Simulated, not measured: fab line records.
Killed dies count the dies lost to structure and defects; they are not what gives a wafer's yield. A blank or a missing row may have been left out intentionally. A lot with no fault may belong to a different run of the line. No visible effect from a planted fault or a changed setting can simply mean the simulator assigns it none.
fab line records    flow n5Finfet
record lots=24  wafers=72  lastDay=20
route steps=1938 shown BEOL_M6@1230 BEOL_M7@1265
lots untouched by any fault: they come from a run of this same line in which no faults occurred
startH: the number of hours between the record's first day and the start of the first shown wafer of the lot    waitH: how many hours have passed since the lot's step before this one    " same as the row above    L1.1+2: a row that stands for several wafers    - either no value or no given start    * or withheld: withheld    < > ~ a bound
route shown NAME@n: NAME is a module with steps in the file, n the number in the route of the first one    usual: the fault-free wafers' mean and standard deviation    same: alike in all rows    chamber/n: place in a boat    sites: readings site by site    _std_site: standard deviation of those values    _edge_site: the outer-site mean with the inner-site mean subtracted    radiusMm: how far each site lies from the wafer's centre    mask NAME#n: copy n    behind: tool/chamber where the wafer was last shaped    hold: the reason the lot was held/the length of the hold in hours/how it ended    device: the transistor (n, p or np) that didn't switch    end of line: at the end of the route, the tests of the same wafers    a step given without rows: its recipe and nothing more    killed: the dies lost at the first sort to structure and to defects; this is not the yield of the wafer    map: shows each die of a wafer: x if killed, . if not, _ if none is there
set.NAME: the run value of the setting; set.NAME@STEP: its run value at that earlier step    model.NAME: the simulator's own value behind a step, which no gauge read
one table for each step of the route and one row for each wafer, over a sample of lots
services: the hour from which a tool's chamber was out of use, counted from the record's first day as startH (under 0 if before that day), plus the number of hours and why
## steps
# step N5_BEOL_M6_DESCUM_33
# recipe chemistry=O2  timeS=7  sourcePowerW=50  biasPowerW=20  pressureMtorr=20  rfFrequencyHz=2.712e+07  tempC=40  resist=CAR-EUV  o2FlowSccm=225
# usual drypumpMotorCurrentA=5.6/0.4  oesProductAu=0.77/0.088  rfVppV=242.8/1.6  showerheadPlenumPTorr=2.07/0.08  throttleValvePct=20.46/0.25
lot.wafer  tool        chamber  startH  waitH  drypumpMotorCurrentA  oesProductAu  rfHoursCounterH  rfVppV  showerheadPlenumPTorr  throttleValvePct
L074.2     rieDiel-04  2        212.31  0.0    5.6                   0.89          38               244.5   2.11                   20.40
L074.3     "           3        "       "      5.5                   0.75          155              241.6   2.03                   20.61
L074.5     "           2        "       "      5.6                   0.90          -                243.4   2.11                   20.42
L075.3     rieDiel-04  3        241.60  0.0    5.5                   0.75          165              241.2   2.03                   20.62
L075.5     "           0        "       "      5.8                   0.77          -                243.8   2.12                   20.22
L075.6     "           1        "       "      6.2                   0.71          -                242.3   1.99                   20.66
L078.1     rieDiel-05  2        241.77  0.0    5.2                   0.69          238              244.3   2.13                   20.39
L078.3     "           1        "       "      6.2                   0.77          154              243.2   2.09                   20.87
L078.6     "           1        "       "      6.2                   0.77          -                244.3   2.09                   20.87
L076.1     rieDiel-01  1        245.12  0.0    5.8                   0.77          135              244.4   2.19                   20.17
L076.4     "           2        "       "      5.1                   0.68          -                241.5   2.06                   20.59
L076.5     "           3        "       "      5.0                   0.75          -                241.2   2.02                   20.69
L077.1     rieDiel-05  2        250.16  0.6    5.2                   0.69          241              244.7   2.13                   20.40
L077.4     "           2        "       "      5.2                   0.68          -                243.5   2.13                   20.40
L077.5     "           1        "       "      6.2                   0.77          -                242.7   2.09                   20.88
L079.1     rieDiel-05  2        256.24  0.0    5.3                   0.68          243              243.7   2.13                   20.39
L079.4     "           2        "       "      5.3                   0.68          -                244.3   2.13                   20.41
L079.6     "           1        "       "      6.2                   0.76          -                243.9   2.09                   20.88
L082.2     rieDiel-04  1        269.21  0.0    6.2                   0.69          206              240.3   1.99                   20.65
L082.4     "           3        "       "      5.5                   0.74          -                241.1   2.02                   20.64
L082.5     "           1        "       "      6.1                   0.70          -                241.7   1.99                   20.67
L083.2     rieDiel-01  2        269.50  0.0    5.1                   0.69          233              242.2   2.06                   20.59
L083.5     "           1        "       "      5.8                   0.77          -                245.1   2.18                   20.18
L083.6     "           2        "       "      5.1                   0.68          -                241.3   2.06                   20.62
L081.2     rieDiel-01  3        276.81  0.0    5.0                   0.73          173              241.3   2.01                   20.72
L081.3     "           2        "       "      5.1                   0.68          236              242.5   2.06                   20.59
L081.4     "           0        "       "      6.2                   0.95          8                243.7   2.16                   20.34
L080.1     rieDiel-01  3        279.26  0.5    5.1                   0.74          175              241.2   2.01                   20.71
L080.3     "           1        "       "      5.8                   0.77          149              243.9   2.18                   20.18
L080.6     "           3        "       "      5.0                   0.74          -                242.1   2.01                   20.73
L084.1     rieDiel-01  2        286.74  0.1    5.1                   0.68          240              242.6   2.06                   20.61
L084.4     "           1        "       "      5.8                   0.77          152              245.8   2.18                   20.19
L084.6     "           2        "       "      5.1                   0.68          -                242.6   2.06                   20.64
L085.1     rieDiel-04  0        295.11  0.0    5.9                   0.75          163              242.5   2.12                   20.24
L085.2     "           3        "       "      5.5                   0.73          185              241.4   2.02                   20.66
L085.4     "           1        "       "      6.1                   0.69          217              240.0   1.98                   20.67
L088.1     rieDiel-04  2        300.95  0.0    5.6                   0.85          73               243.7   2.10                   20.44
L088.2     "           0        "       "      5.8                   0.75          165              242.2   2.12                   20.24
L088.6     "           0        "       "      5.8                   0.75          -                243.6   2.12                   20.24
L087.1     rieDiel-05  3        312.13  0.2    5.5                   0.94          21               244.0   2.24                   20.03
L087.2     "           2        "       "      5.3                   0.95          12               244.0   2.12                   20.09
L087.4     "           2        "       "      5.3                   0.93          -                243.7   2.12                   20.11
L089.1     rieDiel-05  0        316.77  0.2    5.2                   0.71          240              240.5   1.94                   20.17
L089.2     "           2        "       "      5.3                   0.93          14               244.5   2.12                   20.13
L089.6     "           3        "       "      5.5                   0.94          -                245.3   2.24                   20.02
L086.2     rieDiel-05  3        318.51  0.0    5.4                   0.95          23               245.6   2.24                   20.04
L086.4     "           0        "       "      5.1                   0.70          240              241.9   1.94                   20.18
L086.6     "           0        "       "      5.1                   0.71          -                240.1   1.94                   20.16
L091.1     rieDiel-04  2        321.19  0.3    5.6                   0.83          80               244.8   2.09                   20.48
L091.4     "           3        "       "      5.5                   0.73          193              241.7   2.02                   20.66
L091.5     "           3        "       "      5.5                   0.73          -                241.0   2.02                   20.67
L093.3     rieDiel-01  3        334.75  0.2    5.0                   0.71          197              242.0   2.01                   20.75
L093.4     "           1        "       "      5.8                   0.75          -                244.1   2.17                   20.23
L093.6     "           3        "       "      5.0                   0.72          -                239.5   2.01                   20.72
L090.1     rieDiel-04  1        340.85  0.1    6.1                   0.69          235              240.8   1.98                   20.71
L090.3     "           3        "       "      5.5                   0.71          201              241.8   2.02                   20.68
L090.5     "           3        "       "      5.5                   0.72          -                241.1   2.02                   20.67
L092.1     rieDiel-05  1        340.97  0.0    6.1                   0.73          183              241.9   2.08                   20.92
L092.3     "           0        "       "      5.1                   0.70          247              241.6   1.94                   20.18
L092.5     "           0        "       "      5.1                   0.70          -                242.3   1.94                   20.17
L094.4     rieDiel-01  3        351.27  0.4    5.1                   0.72          204              241.5   2.00                   20.75
L094.5     "           1        "       "      5.8                   0.75          -                244.1   2.17                   20.25
L094.6     "           0        "       "      6.2                   0.89          -                244.5   2.15                   20.40
L096.2     rieDiel-04  3        358.22  0.5    5.5                   0.71          211              240.9   2.01                   20.68
L096.3     "           2        "       "      5.6                   0.80          98               242.6   2.09                   20.50
L096.4     "           3        "       "      5.5                   0.71          -                240.6   2.01                   20.70
L095.2     rieDiel-04  3        365.35  0.8    5.5                   0.70          215              242.0   2.01                   20.69
L095.4     "           2        "       "      5.6                   0.81          -                244.3   2.09                   20.51
L095.5     "           3        "       "      5.5                   0.70          -                241.1   2.01                   20.70
L097.1     rieDiel-04  1        368.10  0.8    6.1                   0.68          250              241.3   1.97                   20.73
L097.4     "           0        "       "      5.8                   0.75          178              242.6   2.11                   20.26
L097.6     "           1        "       "      6.1                   0.67          -                240.1   1.97                   20.72
# step N5_BEOL_M6_CD_MEAS_35
# recipe targetCdNm=40  targetCdYNm=28  polarity=opening
# usual cdNm=40.5/0.92
lot.wafer  tool      chamber  startH  waitH  cdNm
L074.2     cdSem-01  -        212.89  0.0    41.0
L074.3     "         -        "       "      40.7
L074.5     "         -        "       "      39.3
L075.3     cdSem-02  -        242.19  0.0    41.2
L075.5     "         -        "       "      40.7
L075.6     "         -        "       "      40.4
L078.1     cdSem-03  -        242.35  0.0    40.9
L078.3     "         -        "       "      42.5
L078.6     "         -        "       "      40.4
L076.1     cdSem-01  -        245.71  0.0    41.4
L076.4     "         -        "       "      40.0
L076.5     "         -        "       "      39.8
L077.1     cdSem-01  -        250.74  0.0    37.7
L077.4     "         -        "       "      38.2
L077.5     "         -        "       "      38.6
L079.1     cdSem-01  -        256.82  0.0    40.5
L079.4     "         -        "       "      40.3
L079.6     "         -        "       "      42.2
L082.2     cdSem-03  -        269.80  0.0    39.7
L082.4     "         -        "       "      39.3
L082.5     "         -        "       "      40.1
L083.2     cdSem-03  -        270.08  0.0    41.3
L083.5     "         -        "       "      40.3
L083.6     "         -        "       "      41.2
L081.2     cdSem-03  -        277.39  0.0    39.4
L081.3     "         -        "       "      41.2
L081.4     "         -        "       "      41.2
L080.1     cdSem-02  -        279.84  0.0    39.6
L080.3     "         -        "       "      39.8
L080.6     "         -        "       "      41.5
L084.1     cdSem-02  -        287.32  0.0    41.6
L084.4     "         -        "       "      41.3
L084.6     "         -        "       "      41.9
L085.1     cdSem-02  -        295.69  0.0    40.8
L085.2     "         -        "       "      38.4
L085.4     "         -        "       "      39.3
L088.1     cdSem-02  -        301.53  0.0    40.2
L088.2     "         -        "       "      41.4
L088.6     "         -        "       "      41.3
L087.1     cdSem-02  -        312.72  0.0    40.4
L087.2     "         -        "       "      39.5
L087.4     "         -        "       "      40.9
L089.1     cdSem-03  -        317.35  0.0    39.5
L089.2     "         -        "       "      39.3
L089.6     "         -        "       "      39.7
L086.2     cdSem-03  -        319.09  0.0    39.8
L086.4     "         -        "       "      41.8
L086.6     "         -        "       "      40.2
L091.1     cdSem-03  -        321.77  0.0    41.2
L091.4     "         -        "       "      40.0
L091.5     "         -        "       "      40.6
L093.3     cdSem-02  -        335.33  0.0    40.4
L093.4     "         -        "       "      38.8
L093.6     "         -        "       "      40.7
L090.1     cdSem-02  -        341.44  0.0    40.0
L090.3     "         -        "       "      40.5
L090.5     "         -        "       "      40.1
L092.1     cdSem-02  -        341.55  0.0    41.4
L092.3     "         -        "       "      39.9
L092.5     "         -        "       "      40.3
L094.4     cdSem-03  -        351.85  0.0    41.1
L094.5     "         -        "       "      40.6
L094.6     "         -        "       "      41.9
L096.2     cdSem-03  -        358.80  0.0    40.9
L096.3     "         -        "       "      39.8
L096.4     "         -        "       "      41.1
L095.2     cdSem-03  -        365.94  0.0    41.9
L095.4     "         -        "       "      40.5
L095.5     "         -        "       "      41.5
L097.1     cdSem-02  -        368.70  0.0    38.1
L097.4     "         -        "       "      39.8
L097.6     "         -        "       "      37.8
# step N5_BEOL_M6_PRE_CLEAN_45
# recipe gas=H2/He  timeS=30  tempC=250
# usual heaterPowerW=332/20
lot.wafer  tool           chamber  startH  waitH  heaterPowerW
L074.2     pvdSputter-03  -        213.37  0.0    353
L074.3     "              -        "       "      319
L074.5     "              -        "       "      364
L075.3     pvdSputter-01  -        242.61  0.0    337
L075.5     "              -        "       "      300
L075.6     "              -        "       "      372
L078.1     pvdSputter-01  -        244.97  0.0    344
L078.3     "              -        "       "      297
L078.6     "              -        "       "      360
L076.1     pvdSputter-03  -        246.24  0.0    363
L076.4     "              -        "       "      326
L076.5     "              -        "       "      329
L077.1     pvdSputter-01  -        251.27  0.0    369
L077.4     "              -        "       "      350
L077.5     "              -        "       "      350
L079.1     pvdSputter-02  -        257.60  0.0    315
L079.4     "              -        "       "      284
L079.6     "              -        "       "      345
L082.2     pvdSputter-03  -        270.50  0.0    315
L082.4     "              -        "       "      337
L082.5     "              -        "       "      354
L083.2     pvdSputter-03  -        270.58  0.0    355
L083.5     "              -        "       "      357
L083.6     "              -        "       "      321
L081.2     pvdSputter-03  -        279.24  0.0    337
L081.3     "              -        "       "      317
L081.4     "              -        "       "      326
L080.1     pvdSputter-01  -        280.34  0.0    362
L080.3     "              -        "       "      305
L080.6     "              -        "       "      365
L084.1     pvdSputter-01  -        288.16  0.0    344
L084.4     "              -        "       "      366
L084.6     "              -        "       "      354
L085.1     pvdSputter-03  -        296.18  0.0    317
L085.2     "              -        "       "      357
L085.4     "              -        "       "      323
L088.1     pvdSputter-03  -        302.08  0.0    357
L088.2     "              -        "       "      315
L088.6     "              -        "       "      311
L087.1     pvdSputter-03  -        313.25  0.0    338
L087.2     "              -        "       "      318
L087.4     "              -        "       "      317
L089.1     pvdSputter-01  -        318.02  0.0    348
L089.2     "              -        "       "      307
L089.6     "              -        "       "      370
L086.2     pvdSputter-03  -        321.49  0.0    315
L086.4     "              -        "       "      311
L086.6     "              -        "       "      326
L091.1     pvdSputter-03  -        322.41  0.0    349
L091.4     "              -        "       "      337
L091.5     "              -        "       "      357
L093.3     pvdSputter-03  -        336.28  0.0    338
L093.4     "              -        "       "      307
L093.6     "              -        "       "      314
L092.1     pvdSputter-03  -        342.08  0.0    321
L092.3     "              -        "       "      336
L092.5     "              -        "       "      335
L090.1     pvdSputter-01  -        342.16  0.0    303
L090.3     "              -        "       "      368
L090.5     "              -        "       "      333
L094.4     pvdSputter-02  -        354.32  0.0    297
L094.5     "              -        "       "      289
L094.6     "              -        "       "      320
L096.2     pvdSputter-03  -        359.23  0.0    319
L096.3     "              -        "       "      360
L096.4     "              -        "       "      337
L095.2     pvdSputter-03  -        367.78  0.0    352
L095.4     "              -        "       "      338
L095.5     "              -        "       "      318
L097.1     pvdSputter-02  -        369.11  0.0    311
L097.4     "              -        "       "      317
L097.6     "              -        "       "      320
# step N5_BEOL_M6_INSPECT_58
# recipe inspectInstrument=darkfield  mode=postDep
# usual rawDefectCount=70/22
lot.wafer  tool              chamber  startH  waitH  rawDefectCount
L074.2     defectInspect-02  -        214.94  0.0    72
L074.3     "                 -        "       "      48
L074.5     "                 -        "       "      48
L075.3     defectInspect-02  -        245.81  0.0    99
L075.5     "                 -        "       "      45
L075.6     "                 -        "       "      62
L078.1     defectInspect-02  -        246.77  0.0    115
L078.3     "                 -        "       "      115
L078.6     "                 -        "       "      60
L076.1     defectInspect-02  -        249.22  0.0    57
L076.4     "                 -        "       "      30
L076.5     "                 -        "       "      44
L077.1     defectInspect-01  -        253.52  0.0    48
L077.4     "                 -        "       "      46
L077.5     "                 -        "       "      49
L079.1     defectInspect-02  -        259.63  0.0    105
L079.4     "                 -        "       "      67
L079.6     "                 -        "       "      109
L083.2     defectInspect-02  -        272.37  0.0    61
L083.5     "                 -        "       "      65
L083.6     "                 -        "       "      53
L082.2     defectInspect-01  -        272.63  0.0    51
L082.4     "                 -        "       "      68
L082.5     "                 -        "       "      48
L081.2     defectInspect-02  -        280.91  0.0    66
L081.3     "                 -        "       "      48
L081.4     "                 -        "       "      60
L080.1     defectInspect-02  -        282.91  0.0    58
L080.3     "                 -        "       "      65
L080.6     "                 -        "       "      47
L084.1     defectInspect-02  -        289.90  0.0    90
L084.4     "                 -        "       "      73
L084.6     "                 -        "       "      59
L085.1     defectInspect-02  -        298.22  0.0    90
L085.2     "                 -        "       "      99
L085.4     "                 -        "       "      79
L088.1     defectInspect-01  -        303.88  0.0    63
L088.2     "                 -        "       "      101
L088.6     "                 -        "       "      76
L087.1     defectInspect-01  -        315.30  0.0    63
L087.2     "                 -        "       "      62
L087.4     "                 -        "       "      85
L089.1     defectInspect-01  -        320.56  0.0    78
L089.2     "                 -        "       "      107
L089.6     "                 -        "       "      44
L086.2     defectInspect-01  -        323.13  0.0    98
L086.4     "                 -        "       "      65
L086.6     "                 -        "       "      77
L091.1     defectInspect-01  -        324.54  0.0    60
L091.4     "                 -        "       "      54
L091.5     "                 -        "       "      59
L093.3     defectInspect-01  -        338.47  0.0    86
L093.4     "                 -        "       "      79
L093.6     "                 -        "       "      82
L092.1     defectInspect-02  -        343.90  0.0    120
L092.3     "                 -        "       "      40
L092.5     "                 -        "       "      61
L090.1     defectInspect-02  -        344.34  0.0    73
L090.3     "                 -        "       "      84
L090.5     "                 -        "       "      116
L094.4     defectInspect-01  -        356.31  0.0    48
L094.5     "                 -        "       "      62
L094.6     "                 -        "       "      49
L096.2     defectInspect-01  -        362.76  0.0    103
L096.3     "                 -        "       "      69
L096.4     "                 -        "       "      43
L095.2     defectInspect-01  -        369.40  0.0    66
L095.4     "                 -        "       "      104
L095.5     "                 -        "       "      65
L097.1     defectInspect-02  -        370.70  0.0    86
L097.4     "                 -        "       "      73
L097.6     "                 -        "       "      95
# step N5_BEOL_M7_THK_MEAS_01
# recipe reads=SiCOH_lowk_of_BEOL_M7_ILD_DEP_00
# usual M7_ILD_THK=155.3/2.5
lot.wafer  tool          chamber  startH  waitH  M7_ILD_THK[nm]
L074.2     filmMetro-02  -        215.57  0.4    152.8
L074.3     "             -        "       "      157.4
L074.5     "             -        "       "      156.2
L075.3     filmMetro-02  -        246.60  0.3    153.1
L075.5     "             -        "       "      156.1
L075.6     "             -        "       "      154.3
L078.1     filmMetro-02  -        247.39  0.4    151.5
L078.3     "             -        "       "      153.9
L078.6     "             -        "       "      154.5
L076.1     filmMetro-02  -        249.86  0.4    154.2
L076.4     "             -        "       "      158.3
L076.5     "             -        "       "      156.6
L077.1     filmMetro-01  -        254.13  0.4    148.8
L077.4     "             -        "       "      151.8
L077.5     "             -        "       "      156.9
L079.1     filmMetro-01  -        260.24  0.4    151.0
L079.4     "             -        "       "      152.2
L079.6     "             -        "       "      155.9
L083.2     filmMetro-01  -        272.99  0.4    153.0
L083.5     "             -        "       "      159.1
L083.6     "             -        "       "      158.9
L082.2     filmMetro-02  -        273.24  0.4    157.8
L082.4     "             -        "       "      158.0
L082.5     "             -        "       "      160.1
L081.2     filmMetro-01  -        281.53  0.4    156.8
L081.3     "             -        "       "      157.8
L081.4     "             -        "       "      158.5
L080.1     filmMetro-01  -        283.67  0.4    155.1
L080.3     "             -        "       "      153.4
L080.6     "             -        "       "      156.0
L084.1     filmMetro-02  -        290.53  0.4    149.1
L084.4     "             -        "       "      155.4
L084.6     "             -        "       "      151.2
L085.1     filmMetro-01  -        299.01  0.4    156.0
L085.2     "             -        "       "      152.3
L085.4     "             -        "       "      156.6
L088.1     filmMetro-01  -        304.49  0.4    157.1
L088.2     "             -        "       "      152.4
L088.6     "             -        "       "      159.7
L087.1     filmMetro-01  -        316.04  0.4    153.8
L087.2     "             -        "       "      152.9
L087.4     "             -        "       "      156.6
L089.1     filmMetro-01  -        321.19  0.4    153.7
L089.2     "             -        "       "      155.9
L089.6     "             -        "       "      156.0
L086.2     filmMetro-02  -        323.76  0.4    156.0
L086.4     "             -        "       "      158.0
L086.6     "             -        "       "      154.8
L091.1     filmMetro-01  -        325.16  0.4    153.2
L091.4     "             -        "       "      156.0
L091.5     "             -        "       "      156.4
L093.3     filmMetro-02  -        339.56  0.5    151.3
L093.4     "             -        "       "      153.7
L093.6     "             -        "       "      155.7
L092.1     filmMetro-01  -        344.51  0.4    153.5
L092.3     "             -        "       "      150.0
L092.5     "             -        "       "      153.3
L090.1     filmMetro-01  -        345.43  0.8    154.2
L090.3     "             -        "       "      156.2
L090.5     "             -        "       "      157.4
L094.4     filmMetro-02  -        356.92  0.2    156.9
L094.5     "             -        "       "      156.7
L094.6     "             -        "       "      158.8
L096.2     filmMetro-01  -        363.86  0.7    156.1
L096.3     "             -        "       "      154.2
L096.4     "             -        "       "      154.9
L095.2     filmMetro-02  -        370.02  0.4    152.4
L095.4     "             -        "       "      154.6
L095.5     "             -        "       "      156.6
L097.1     filmMetro-02  -        371.33  0.4    155.9
L097.4     "             -        "       "      160.6
L097.6     "             -        "       "      158.8
# step N5_BEOL_M7_HM_DEP_02
# recipe material=TiN  targetThkA=200  tempC=25  chamberPressurePa=0.49996
# usual chamberPressurePa=0.4998/0.00096  throttleValvePct=29.6/0.94
lot.wafer  tool           chamber  startH  waitH  chamberPressurePa  throttleValvePct
L074.2     pvdSputter-03  -        217.27  1.6    0.4995             28.6
L074.3     "              -        "       "      0.4996             29.1
L074.5     "              -        "       "      0.4993             31.2
L075.3     pvdSputter-03  -        247.20  0.5    0.5007             29.8
L075.5     "              -        "       "      0.4996             29.0
L075.6     "              -        "       "      0.4995             29.8
L078.1     pvdSputter-01  -        249.47  2.0    0.5003             30.6
L078.3     "              -        "       "      0.4994             28.1
L078.6     "              -        "       "      0.5006             28.5
L076.1     pvdSputter-01  -        250.87  1.0    0.5003             28.9
L076.4     "              -        "       "      0.4992             30.8
L076.5     "              -        "       "      0.5013             28.4
L077.1     pvdSputter-01  -        254.79  0.6    0.4978             30.5
L077.4     "              -        "       "      0.5004             30.3
L077.5     "              -        "       "      0.5006             30.5
L079.1     pvdSputter-02  -        261.06  0.8    0.4996             29.5
L079.4     "              -        "       "      0.5009             29.0
L079.6     "              -        "       "      0.5016             29.3
L083.2     pvdSputter-01  -        273.99  0.9    0.4999             28.9
L083.5     "              -        "       "      0.4990             28.8
L083.6     "              -        "       "      0.4991             30.7
L082.2     pvdSputter-03  -        274.16  0.8    0.4997             31.3
L082.4     "              -        "       "      0.5002             29.2
L082.5     "              -        "       "      0.5002             28.6
L081.2     pvdSputter-03  -        282.86  1.3    0.4998             28.7
L081.3     "              -        "       "      0.4991             31.2
L081.4     "              -        "       "      0.5001             29.1
L080.1     pvdSputter-01  -        284.12  0.4    0.4992             30.4
L080.3     "              -        "       "      0.4994             30.6
L080.6     "              -        "       "      0.5003             28.8
L084.1     pvdSputter-03  -        291.82  1.2    0.4979             29.1
L084.4     "              -        "       "      0.5007             29.8
L084.6     "              -        "       "      0.5004             29.8
L085.1     pvdSputter-02  -        299.76  0.7    0.4997             29.3
L085.2     "              -        "       "      0.4998             29.7
L085.4     "              -        "       "      0.4999             30.4
L088.1     pvdSputter-03  -        306.30  1.7    0.4992             29.9
L088.2     "              -        "       "      0.4996             29.1
L088.6     "              -        "       "      0.4984             28.6
L087.1     pvdSputter-01  -        317.40  1.3    0.4984             30.5
L087.2     "              -        "       "      0.5011             30.5
L087.4     "              -        "       "      0.5000             28.7
L089.1     pvdSputter-02  -        321.82  0.6    0.4995             29.2
L089.2     "              -        "       "      0.4994             29.0
L089.6     "              -        "       "      0.4992             28.9
L086.2     pvdSputter-03  -        324.77  0.9    0.4987             29.8
L086.4     "              -        "       "      0.4999             28.9
L086.6     "              -        "       "      0.5007             28.5
L091.1     pvdSputter-02  -        325.80  0.6    0.5008             29.2
L091.4     "              -        "       "      0.5011             29.1
L091.5     "              -        "       "      0.5008             29.0
L093.3     pvdSputter-01  -        341.34  1.7    0.4991             30.7
L093.4     "              -        "       "      0.4995             30.5
L093.6     "              -        "       "      0.4984             30.8
L092.1     pvdSputter-01  -        345.40  0.8    0.4998             30.4
L092.3     "              -        "       "      0.5004             30.7
L092.5     "              -        "       "      0.5012             30.6
L090.1     pvdSputter-01  -        347.94  2.5    0.4982             28.9
L090.3     "              -        "       "      0.5021             30.6
L090.5     "              -        "       "      0.4984             30.5
L094.4     pvdSputter-03  -        358.73  1.7    0.4994             31.0
L094.5     "              -        "       "      0.4999             28.5
L094.6     "              -        "       "      0.5014             31.0
L096.2     pvdSputter-03  -        364.67  0.8    0.5013             28.9
L096.3     "              -        "       "      0.4984             29.1
L096.4     "              -        "       "      0.4997             30.0
L095.2     pvdSputter-02  -        371.27  1.2    0.4993             28.9
L095.4     "              -        "       "      0.4979             30.3
L095.5     "              -        "       "      0.5002             29.5
L097.1     pvdSputter-03  -        372.24  0.8    0.4998             28.2
L097.4     "              -        "       "      0.5003             31.2
L097.6     "              -        "       "      0.4990             31.2
## services
tool           chamber  startH  hours  kind
rieDiel-04     2        196.85  3.7    repair
pvdSputter-01  -        219.23  4.0    repair
rieDiel-01     0        223.62  -      clean
rieDiel-01     0        223.62  -      consumableReplace:focusRing
rieDiel-01     0        223.62  32.8   scheduledDown
rieDiel-01     0        223.62  32.8   ventCycle
rieDiel-05     3        240.08  -      clean
rieDiel-05     3        240.08  -      consumableReplace:focusRing
rieDiel-05     3        240.08  -      consumableReplace:showerhead
rieDiel-05     3        240.08  25.9   scheduledDown
rieDiel-05     3        240.08  25.9   ventCycle
rieDiel-04     0        268.44  10.6   repair
rieDiel-05     2        269.41  -      clean
rieDiel-05     2        269.41  -      consumableReplace:focusRing
rieDiel-05     2        269.41  16.1   scheduledDown
rieDiel-05     2        269.41  16.1   ventCycle
rieDiel-04     3        273.77  2.0    repair
rieDiel-05     1        286.76  30.4   repair
rieDiel-01     1        313.20  6.2    repair
rieDiel-01     2        319.40  -      clean
rieDiel-01     2        319.40  -      consumableReplace:focusRing
rieDiel-01     2        319.40  19.2   scheduledDown
rieDiel-01     2        319.40  19.2   ventCycle
rieDiel-01     -        351.84  15.6   pm
## key
fault none
